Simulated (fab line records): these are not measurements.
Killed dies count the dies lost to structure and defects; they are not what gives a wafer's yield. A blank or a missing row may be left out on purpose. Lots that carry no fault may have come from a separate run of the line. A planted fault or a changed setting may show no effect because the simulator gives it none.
One fault seen from 3 desks | flow nandHarc | what lay behind the numbers comes last; until then each desk has only its own

TOOL OWNER'S DESK, lithoTrack-01
The tool's own readings at NHARC_A_M0_PEB_07 (peb time 65 s): means of the sampled wafers that have a number, for each lot that ran on this tool. A lot is out of limits, marked OUT, if its mean lies more than 4 standard deviations from the usual mean; the brackets give that distance.
Columns: A = heaterPowerTotalW at NHARC_A_M0_PEB_07, usual 156.6 W; B = resistLineTempC at NHARC_A_M0_PEB_07, usual 22.96 C
lot  | first seen here | A     | B
L314 | day 25 08:08    | 156.6 | 22.94
L321 | day 29 00:34    | 156.5 | 22.94
Finding of this desk: none of the 2 lots has anything out of limits.

THE DEFECT DESK
Per lot, the means of the sampled wafers with a number show what the inspections along the route counted. A lot is out of limits, marked OUT, if its mean lies more than 4 standard deviations from the usual mean; the brackets give that distance.
Columns: A = rawDefectCount at NHARC_A_BLC_INSPECT_28, usual 497; B = rawDefectCount at NHARC_A_M0_INSPECT_11, usual 82
lot  | first seen here | A   | B
L310 | day 23 00:04    | 581 | 61
L314 | day 25 07:26    | 469 | 68
L321 | day 28 23:45    | 611 | 77
L331 | day 31 23:47    | 355 | 18
L332 | day 32 08:37    | 376 | 70
Finding of this desk: none of the 5 lots has anything out of limits.

METROLOGY DESK
Lot by lot, what the gauges showed, no matter which tool ran the lot: averages of those sampled wafers that carry a number. A lot is out of limits, marked OUT, if its mean lies more than 4 standard deviations from the usual mean; the brackets give that distance.
Columns: A = cdNm at NHARC_A_M0_CD_MEAS_09, usual 79.8 nm; B = overlayXNm at NHARC_A_M0_OVL_MEAS_10, usual 0.0 nm; C = overlayYNm at NHARC_A_M0_OVL_MEAS_10, usual -0.1 nm; D = cdNm at NHARC_A_M0_CD_MEAS_16, usual 79.8 nm
lot  | first seen here | A    | B    | C    | D
L310 | day 23 00:51    | 78.8 | 0.3  | -0.8 | 78.1
L314 | day 25 08:13    | 79.7 | 0.8  | -0.4 | 80.3
L321 | day 29 00:39    | 80.6 | -1.0 | -1.9 | 81.6
L331 | day 32 00:42    | 79.4 | 0.2  | 0.6  | 79.1
L332 | day 32 09:40    | 79.6 | 0.5  | 1.3  | 79.7
Finding of this desk: none of the 5 lots has anything out of limits.

ALL TOGETHER
The tool owner's desk saw nothing out of limits.
No out-of-limits result turned up at the defect desk.
The metrology desk saw nothing out of limits.

WHAT WAS PUT IN BY THE SIMULATOR
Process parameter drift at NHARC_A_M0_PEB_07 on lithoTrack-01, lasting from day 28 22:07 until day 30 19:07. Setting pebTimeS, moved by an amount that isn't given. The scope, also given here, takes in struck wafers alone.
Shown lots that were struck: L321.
